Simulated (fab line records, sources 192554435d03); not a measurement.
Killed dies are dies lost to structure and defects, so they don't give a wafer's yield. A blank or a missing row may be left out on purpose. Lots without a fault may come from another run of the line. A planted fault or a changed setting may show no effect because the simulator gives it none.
Chamber matching | flow n5_finfet | N5_HKMG_FIN_CMP_94 on cmp-04: 4 sister chambers
The step polishes, stops on SiNx, t overpolish 4.7 s, target thk 43.299 nm. 8 wafers are shown with their chamber, then 12 later ones without.

WAFERS WITH THEIR CHAMBER
wafer  | chamber | motor_current_A (A) | edge_zone_pressure_frac
L079.5 | 1       | 12.5                | 0.997
L080.6 | 3       | 10.6                | 0.998
L084.1 | 1       | 12.5                | 1.001
L084.2 | 0       | 11.7                | 0.998
L084.4 | 2       | 12.0                | 1.002
L089.1 | 3       | 10.1                | 0.994
L089.2 | 0       | 12.2                | 0.997
L089.3 | 2       | 12.1                | 1.002

WAFERS WITHOUT THEIR CHAMBER
wafer  | motor_current_A (A) | edge_zone_pressure_frac
L089.4 | 12.8                | 1.004
L089.5 | 11.1                | 0.990
L089.6 | 10.2                | 0.992
L090.3 | 12.1                | 0.998
L090.5 | 11.2                | 1.007
L090.6 | 12.3                | 0.996
L093.2 | 12.2                | 1.004
L093.4 | 11.9                | 1.008
L093.6 | 12.2                | 1.003
L093.1 | 10.6                | 0.998
L093.3 | 11.2                | 0.998
L093.5 | 10.3                | 0.998

WHICH CHAMBER EACH WENT THROUGH
wafer  | from the rows above          | in truth
L089.4 | can't be placed: 1 or 2 or 0 | 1
L089.5 | can't be placed: 3 or 0      | 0
L089.6 | 3                            | 3
L090.3 | can't be placed: 0 or 1 or 2 | 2
L090.5 | can't be placed: 2 or 0      | 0
L090.6 | can't be placed: 0 or 1 or 2 | 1
L093.2 | can't be placed: 2 or 1      | 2
L093.4 | 2                            | 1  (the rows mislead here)
L093.6 | can't be placed: 2 or 1      | 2
L093.1 | 3                            | 3
L093.3 | can't be placed: 0 or 3 or 2 | 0
L093.5 | 3                            | 3
Placed correctly: 3 of 12. Can't be placed from these rows: 8 (the true chamber is among the candidates in 8). Placed wrongly: 1.
How it was worked out, from the rows above alone: a wafer's distance from a chamber is the root of the sum, over the readings, of the square of ((its reading less the chamber's mean) divided by the reading's scatter). The wafer belongs to the nearest chamber; if the next one is less than 2 further off, it can't be placed. A chamber's mean is the mean of its shown wafers. The scatter: the root of (the sum of the squares of (reading less its chamber's mean) over the shown wafers, divided by (wafers less chambers)).
